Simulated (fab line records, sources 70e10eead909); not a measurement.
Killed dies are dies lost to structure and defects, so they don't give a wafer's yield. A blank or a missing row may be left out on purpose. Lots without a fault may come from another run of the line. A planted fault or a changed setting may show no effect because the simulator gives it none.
Which tool did it? | flow nand_harc | 11 lots, 33 wafers sampled, at 5 steps of a route of 1159

WHAT THE GAUGES READ, wafer by wafer
NHARC_END_SORT_01. Usual: defect_limited_yield 95.4 %, standard deviation 1.3; killed_at_array 27, standard deviation 8; killed_at_other 0.8, standard deviation 1.2; killed_at_periphery 3.3, standard deviation 2.3; killed_dies 31, standard deviation 8.8; killed_open 3.2, standard deviation 2.1; killed_short 2.1, standard deviation 1.4; sort_bin_2_pct 1.4 %, standard deviation 0.55; sort_bin_3_pct 0.25 %, standard deviation 0.2; sort_bin_4_pct 2.9 %, standard deviation 0.92; sort_n_pass 646, standard deviation 8.8; sort_rim_yield_pct 95.5 %, standard deviation 2.7; sort_yield_pct 95.4 %, standard deviation 1.3.
lot  | measured     | on        | defect_limited_yield (%) | killed_at_array | killed_at_other | killed_at_periphery | killed_dies | killed_open | killed_short | sort_bin_2_pct (%) | sort_bin_3_pct (%) | sort_bin_4_pct (%) | sort_n_pass | sort_rim_yield_pct (%) | sort_yield_pct (%) | flag
L192 | day 19 21:44 | prober-02 | 95.7 95.4 97.3           | 28 29 17        | 1 0 0           | 0 2 1               | 29 31 18    | 3 4 7       | 2 3 1        | 1.6 1.6 0.6        | 0 0.15 0           | 2.7 2.8 2.1        | 648 646 659 | 98.1 98.1 98.1         | 95.7 95.4 97.3     |

WHICH TOOL RAN EACH LOT (tool, then ch and the chambers of the sampled wafers, then the start)
lot  | NHARC_A_M0_STRIP_18                | NHARC_A_M1_ETCH_28                 | NHARC_A_M1_PRE_CLEAN_30                 | NHARC_A_M1_PRE_CLEAN_32
L188 | rie_diel-02 ch 1,2,3, day 17 16:53 | rie_diel-06 ch 1,2,3, day 17 21:25 | pvd_sputter-02, day 17 23:26 or earlier | pecvd-04 ch 0,2, day 17 23:26
L189 | rie_diel-04 ch 0,1,3, day 18 04:40 | rie_diel-11 ch 0,1, day 18 08:54   | pvd_sputter-02, day 18 10:56 or earlier | pecvd-02 ch 0,1, day 18 10:56
L192 | rie_diel-04 ch 0,1, day 18 05:03   | rie_diel-01 ch 0,3, day 18 09:27   | pvd_sputter-03, day 18 11:28 or earlier | pecvd-02 ch 0,1,2, day 18 11:28
L190 | rie_diel-02 ch 0,2,3, day 18 09:47 | rie_diel-11 ch 0,1, day 18 14:10   | pvd_sputter-01, day 18 16:12 or earlier | pecvd-02 ch 0,1, day 18 16:12
L195 | rie_diel-04 ch 0,1,3, day 19 13:20 | rie_diel-01 ch 0,2, day 19 17:35   | pvd_sputter-01, day 19 19:40 or earlier | pecvd-04 ch 1,2, day 19 19:40
L198 | rie_diel-04 ch 0,1, day 20 03:11   | rie_diel-01 ch 0,1,2, day 20 07:34 | pvd_sputter-02, day 20 09:37 or earlier | pecvd-02 ch 0,1,2, day 20 09:37
L196 | rie_diel-07 ch 1,3, day 20 03:42   | rie_diel-11 ch 1,3, day 20 07:52   | pvd_sputter-01, day 20 10:02 or earlier | pecvd-01 ch 0,2, day 20 10:02
L202 | rie_diel-07 ch 0,1,2, day 21 13:31 | rie_diel-06 ch 2,3, day 21 18:11   | pvd_sputter-03, day 21 20:26 or earlier | pecvd-04 ch 0,1, day 21 20:26
L205 | rie_diel-02 ch 1,2,3, day 22 10:19 | rie_diel-01 ch 0,1,3, day 22 14:51 | pvd_sputter-02, day 22 17:19 or earlier | pecvd-01 ch 0,1,2, day 22 17:19
L209 | rie_diel-02 ch 1,2,3, day 23 01:41 | rie_diel-11 ch 0,2,3, day 23 06:04 | pvd_sputter-01, day 23 08:37 or earlier | pecvd-01 ch 0,1,2, day 23 08:37
L211 | rie_diel-07 ch 0,2,3, day 23 15:14 | rie_diel-06 ch 1,2,3, day 23 19:31 | pvd_sputter-03, day 23 21:40 or earlier | pecvd-01 ch 0,1,2, day 23 21:40
- NHARC_A_M0_STRIP_18: strips in N2/H2.
- NHARC_A_M1_ETCH_28: etches the open film in CF4/N2, target depth 30 nm, time 72.99 s.
- NHARC_A_M1_PRE_CLEAN_30: time 30 s.
- NHARC_A_M1_PRE_CLEAN_32: time 12 s.

WHAT THE TOOLS THEMSELVES READ (means of the sampled wafers that have a number; where no wafer has one, the mark that the record gives instead)
NHARC_A_M0_STRIP_18. Usual: drypump_motor_current_A 5.6 A, standard deviation 0.4; oes_product_au 0.998 a.u., standard deviation 0.0097; rf_vpp_V 90.7 V, standard deviation 0.89; showerhead_plenum_p_Torr 2.06 Torr, standard deviation 0.087; throttle_valve_pct 14.171 %, standard deviation 0.0085.
lot  | tool        | drypump_motor_current_A (A) | oes_product_au (a.u.) | rf_vpp_V (V) | showerhead_plenum_p_Torr (Torr) | throttle_valve_pct (%) | flag
L188 | rie_diel-02 | 5.8                         | 1.000                 | 90.7         | 2.12                            | 14.169                 |
L189 | rie_diel-04 | 5.3                         | 1.006                 | 91.0         | 2.08                            | 14.180                 |
L192 | rie_diel-04 | 5.4                         | 0.999                 | 90.7         | 2.12                            | 14.177                 |
L190 | rie_diel-02 | 5.7                         | 1.007                 | 91.7         | 2.12                            | 14.175                 |
L195 | rie_diel-04 | 5.3                         | 1.005                 | 90.6         | 2.08                            | 14.171                 |
L198 | rie_diel-04 | 5.3                         | 1.003                 | 91.3         | 2.12                            | 14.170                 |
L196 | rie_diel-07 | 5.4                         | 1.003                 | 90.1         | 2.05                            | 14.159                 |
L202 | rie_diel-07 | 5.6                         | 0.992                 | 90.5         | 1.98                            | 14.175                 |
L205 | rie_diel-02 | 5.8                         | 0.994                 | 90.9         | 2.12                            | 14.171                 |
L209 | rie_diel-02 | 5.8                         | 1.002                 | 91.7         | 2.12                            | 14.161                 |
L211 | rie_diel-07 | 5.7                         | 0.982                 | 90.4         | 1.98                            | 14.166                 |

NHARC_A_M1_ETCH_28. Usual: drypump_motor_current_A 6.0 A, standard deviation 0.35; oes_product_au 1.004 a.u., standard deviation 0.009; rf_vpp_V 314.0 V, standard deviation 1.7; showerhead_plenum_p_Torr 2.61 Torr, standard deviation 0.081; throttle_valve_pct 19.795 %, standard deviation 0.0094.
lot  | tool        | drypump_motor_current_A (A) | oes_product_au (a.u.) | rf_vpp_V (V) | showerhead_plenum_p_Torr (Torr) | throttle_valve_pct (%) | flag
L188 | rie_diel-06 | 5.6                         | 1.003                 | 313.1        | 2.57                            | 19.791                 |
L189 | rie_diel-11 | 6.2                         | 0.998                 | 315.7        | 2.68                            | 19.794                 |
L192 | rie_diel-01 | 6.1                         | 0.998                 | 313.4        | 2.59                            | 19.794                 |
L190 | rie_diel-11 | 6.2                         | 0.998                 | 315.0        | 2.68                            | 19.793                 |
L195 | rie_diel-01 | 5.8                         | 0.991                 | 312.3        | 2.51                            | 19.788                 |
L198 | rie_diel-01 | 5.8                         | 1.000                 | 313.0        | 2.54                            | 19.800                 |
L196 | rie_diel-11 | 5.9                         | 1.002                 | 314.9        | 2.68                            | 19.802                 |
L202 | rie_diel-06 | 5.8                         | 0.998                 | 314.1        | 2.60                            | 19.792                 |
L205 | rie_diel-01 | 6.1                         | 0.963                 | 312.2        | 2.58                            | 19.798                 | OFF
L209 | rie_diel-11 | 6.0                         | 1.011                 | 316.0        | 2.65                            | 19.801                 |
L211 | rie_diel-06 | 5.6                         | 1.006                 | 313.3        | 2.56                            | 19.793                 |

NHARC_A_M1_PRE_CLEAN_30. Usual: heater_power_w 426 W, standard deviation 48.
lot  | tool           | heater_power_w (W) | flag
L188 | pvd_sputter-02 | 464                |
L189 | pvd_sputter-02 | 428                |
L192 | pvd_sputter-03 | 416                |
L190 | pvd_sputter-01 | 364                |
L195 | pvd_sputter-01 | 384                |
L198 | pvd_sputter-02 | 458                |
L196 | pvd_sputter-01 | 386                |
L202 | pvd_sputter-03 | 465                |
L205 | pvd_sputter-02 | 463                |
L209 | pvd_sputter-01 | 394                |
L211 | pvd_sputter-03 | 375                |

NHARC_A_M1_PRE_CLEAN_32. Usual: heater_power_w 649 W, standard deviation 71.
lot  | tool     | heater_power_w (W) | flag
L188 | pecvd-04 | 635                |
L189 | pecvd-02 | 702                |
L192 | pecvd-02 | 697                |
L190 | pecvd-02 | 673                |
L195 | pecvd-04 | 589                |
L198 | pecvd-02 | 682                |
L196 | pecvd-01 | 639                |
L202 | pecvd-04 | 603                |
L205 | pecvd-01 | 636                |
L209 | pecvd-01 | 644                |
L211 | pecvd-01 | 646                |

THE ANSWER, worked out from the rows above alone
Rule: a lot is off if the mean of its wafers that have a number lies more than 3 standard deviations from the usual mean. A lot without any number at a reading at which 4 lots or more have one is off too. The other lots that the step has rows for count as sound. The gauges are gone through in route order, then the tools' own readings, and for those a lot's mean is taken as printed above. The first step at which some lot is off is used, and at that step the reading that is off furthest; a lot without a number counts as furthest.
Off: L205, at NHARC_A_M1_ETCH_28 (oes_product_au).
A tool fits if, at that step or a process step before it, it ran every lot that is off, and no sound lot after the first of them. One fits: rie_diel-01 at NHARC_A_M1_ETCH_28. Its last sound lot is L198 (day 20 07:34), its first lot that is off L205 (day 22 14:51): a fault that began between those two fits.
The tool's own readings at NHARC_A_M1_ETCH_28 bear it out: on the lots that are off they differ by more than 5 times the standard deviation of the sound lots' means. oes_product_au reads 0.963 a.u. there against 1.000 a.u. on the sound lots.

WHAT THE SIMULATOR HAD PUT IN
Process parameter drift: rie_diel-01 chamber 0, from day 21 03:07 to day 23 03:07, at NHARC_A_M1_ETCH_28. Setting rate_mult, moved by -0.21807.
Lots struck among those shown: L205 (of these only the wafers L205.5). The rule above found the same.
